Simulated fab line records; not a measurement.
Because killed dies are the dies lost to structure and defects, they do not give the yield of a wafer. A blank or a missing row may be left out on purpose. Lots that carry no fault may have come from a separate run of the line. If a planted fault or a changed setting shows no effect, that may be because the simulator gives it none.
Chamber matching / flow n5-finfet / N5_FIN_SAQP_ETCH_64 on rie-si-02 has 4 sister chambers
The step etches SiO2 in CF4, target depth 1.5 nm. 8 wafers are shown with their chamber, then 10 later ones without.

== WAFERS PAIRED WITH THEIR CHAMBERS ==
wafer=L080.3; chamber=3; drypump-motor-current-A (A)=6.2; throttle-valve-pct (%)=21.80
wafer=L080.6; chamber=2; drypump-motor-current-A (A)=4.8; throttle-valve-pct (%)=21.88
wafer=L087.1; chamber=2; drypump-motor-current-A (A)=4.7; throttle-valve-pct (%)=21.88
wafer=L090.1; chamber=0; drypump-motor-current-A (A)=6.1; throttle-valve-pct (%)=21.63
wafer=L090.4; chamber=3; drypump-motor-current-A (A)=6.3; throttle-valve-pct (%)=21.79
wafer=L090.6; chamber=0; drypump-motor-current-A (A)=6.1; throttle-valve-pct (%)=21.63
wafer=L091.4; chamber=1; drypump-motor-current-A (A)=5.8; throttle-valve-pct (%)=21.94
wafer=L091.5; chamber=1; drypump-motor-current-A (A)=5.8; throttle-valve-pct (%)=21.93

== WAFERS WITHOUT THEIR CHAMBER ==
wafer=L091.6; drypump-motor-current-A (A)=6.1; throttle-valve-pct (%)=21.64
wafer=L092.1; drypump-motor-current-A (A)=6.1; throttle-valve-pct (%)=21.63
wafer=L092.2; drypump-motor-current-A (A)=4.8; throttle-valve-pct (%)=21.89
wafer=L092.4; drypump-motor-current-A (A)=5.8; throttle-valve-pct (%)=21.92
wafer=L093.1; drypump-motor-current-A (A)=5.8; throttle-valve-pct (%)=21.93
wafer=L093.4; drypump-motor-current-A (A)=6.1; throttle-valve-pct (%)=21.63
wafer=L093.5; drypump-motor-current-A (A)=6.2; throttle-valve-pct (%)=21.79
wafer=L094.4; drypump-motor-current-A (A)=6.1; throttle-valve-pct (%)=21.64
wafer=L094.5; drypump-motor-current-A (A)=4.7; throttle-valve-pct (%)=21.89
wafer=L094.6; drypump-motor-current-A (A)=5.8; throttle-valve-pct (%)=21.91

== WHICH CHAMBER EACH WENT THROUGH ==
wafer=L091.6; from the rows above=0; in truth=0
wafer=L092.1; from the rows above=0; in truth=0
wafer=L092.2; from the rows above=2; in truth=2
wafer=L092.4; from the rows above=1; in truth=1
wafer=L093.1; from the rows above=1; in truth=1
wafer=L093.4; from the rows above=0; in truth=0
wafer=L093.5; from the rows above=3; in truth=3
wafer=L094.4; from the rows above=0; in truth=0
wafer=L094.5; from the rows above=2; in truth=2
wafer=L094.6; from the rows above=1; in truth=1
Placed correctly: 10 of 10. Not placeable from these rows: 0. 0 placed wrongly.
How it was worked out, from the rows above alone: a wafer's distance from a chamber is the root of the sum, over the readings, of the square of ((its reading less the chamber's mean) divided by the reading's scatter). If the next closest chamber is less than 2 further off than the closest, the wafer can't be placed; otherwise it belongs to the closest. For every chamber, the mean is computed from those of its wafers that are shown. The scatter: take each reading less its chamber's mean, square it, sum over the shown wafers, divide by the number of wafers less the number of chambers, and take the root.
